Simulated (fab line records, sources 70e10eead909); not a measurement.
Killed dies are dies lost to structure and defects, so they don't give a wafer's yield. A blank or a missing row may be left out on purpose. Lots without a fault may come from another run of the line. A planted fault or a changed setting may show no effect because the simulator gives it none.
A struck lot beside a sound one | flow nand_harc | 14 steps out of a route of 1159
Sound: wafers L317.1, L317.3, L317.4. Struck: wafer L327.1. (L327.6 of the same lot was not struck and is left out.) The cause comes at the end.
At each step with rows: each side's tool, then ch and its chambers, then its first start. Under that, the readings that differ: sound wafers | struck wafers | difference of the means | sigmas: that difference in standard deviations of wafers without a fault.
alike: readings whose means differ by less than 2 such deviations, and words and numbers that are the same on both sides. not compared: withheld readings, readings that some wafer has no value for, bounds like >300 that may hide the same value, and numbers for which the record gives no deviation and whose values overlap.
The two part at a step that has a row with sigmas, a row that says differs or no value, or rows on one side only. Numbers that don't overlap but have no deviation are shown without sigmas and don't part them. A reading that every wafer of one side lacks parts them only if that side has two wafers or more.

NHARC_A_WL_FILL_CVD_03: deposits W, target thk 40 nm, time 3302 s.
  sound on cvd_w-01 ch 0,1, day 15 03:01; struck on cvd_w-01 ch 1, day 17 07:55
  alike: heater_power_w, throttle_valve_pct
  not compared: since_wet_clean_h
then, 1 step without rows for these wafers: NHARC_A_WL_FILL_ETCHBACK_04 (etches the open film in NF3, target depth 60 nm, time 120 s).
NHARC_A_WL_FILL_ETCHBACK_05: etches the open film in Cl2/BCl3, target depth 22 nm, time 60 s.
  sound on rie_metal-01 ch 0,1, day 15 06:34; struck on rie_metal-01 ch 1, day 17 11:30
  alike: drypump_motor_current_A, oes_product_au, run_length_s
  not compared: rf_hours_counter_h
NHARC_A_WL_FILL_STRIP_27: strips in N2/H2, time 20 s.
  sound on plasma_asher-02 ch 0,1, day 15 06:43; struck on plasma_asher-02 ch 0, day 17 11:40
  alike: drypump_motor_current_A, heater_power_w
  not compared: rf_hours_counter_h, rf_refl_power_W
then, 5 steps without rows for these wafers: NHARC_A_WL_FILL_STRIP_28 (strips in post etch residue remover, time 1200 s); NHARC_A_WL_FILL_PRECLEAN_06 (cleans in DIW, time 300 s); NHARC_A_WL_FILL_SRD_07; NHARC_A_WL_FILL_ANNEAL_08 (time 1800 s); NHARC_A_WL_FILL_ALD_10 (deposits SiO2, target thk 50 nm, pulse time 10 s, ald cycles 500).
NHARC_A_WL_FILL_ETCHBACK_16: etches the open film in C4F8/O2/Ar, target depth 88 nm, time 17.6 s.
  sound on rie_diel-03 ch 1,2,3; struck on rie_diel-01 ch 3
  reading                | sound       | struck | difference | sigmas
  rf_hours_counter_h (h) | 4.7 4.6 4.7 | 1.6    | -3.1       |
  alike: oes_product_au, rf_vpp_V, run_length_s
NHARC_A_WL_FILL_STRIP_29: strips in O2, time 20 s.
  sound on rie_diel-03 ch 0,1,2, day 15 16:40; struck on rie_diel-01 ch 3, day 17 18:59
  reading                     | sound       | struck | difference | sigmas
  drypump_motor_current_A (A) | 5.3 5.0 5.5 | 6.5    | +1.2       | +3
  rf_hours_counter_h (h)      | 4.7 4.6 4.7 | 1.6    | -3.1       |
  alike: oes_product_au, rf_vpp_V, showerhead_plenum_p_Torr, throttle_valve_pct
NHARC_A_WL_FILL_ETCHBACK_17: etches the open film in Cl2/BCl3, target depth 4 nm, time 26.7 s.
  sound on rie_metal-03 ch 0,1, day 15 16:46; struck on rie_metal-01 ch 0, day 17 19:06
  reading          | sound          | struck | difference | sigmas
  run_length_s (s) | 48.5 48.8 47.4 | 44.4   | -3.8       | -7
  alike: drypump_motor_current_A, oes_product_au
  not compared: rf_hours_counter_h
then, 1 step without rows for these wafers: NHARC_A_WL_FILL_PRECLEAN_18 (cleans in dHF, time 30 s).
-- the record jumps here: 4 days lie between the struck wafers' starts before and after (it left off in module A_WL_FILL and takes up again in module END, whose first step shown is number 1159 of the route) --
NHARC_END_SORT_01:
  the record has rows for the struck wafers here (prober-01 ch 0, day 21 20:38) and none for the sound ones

WHERE THEY PART
First at NHARC_A_WL_FILL_STRIP_29; last, within this record, at NHARC_END_SORT_01.

WHY: what the simulator had put in
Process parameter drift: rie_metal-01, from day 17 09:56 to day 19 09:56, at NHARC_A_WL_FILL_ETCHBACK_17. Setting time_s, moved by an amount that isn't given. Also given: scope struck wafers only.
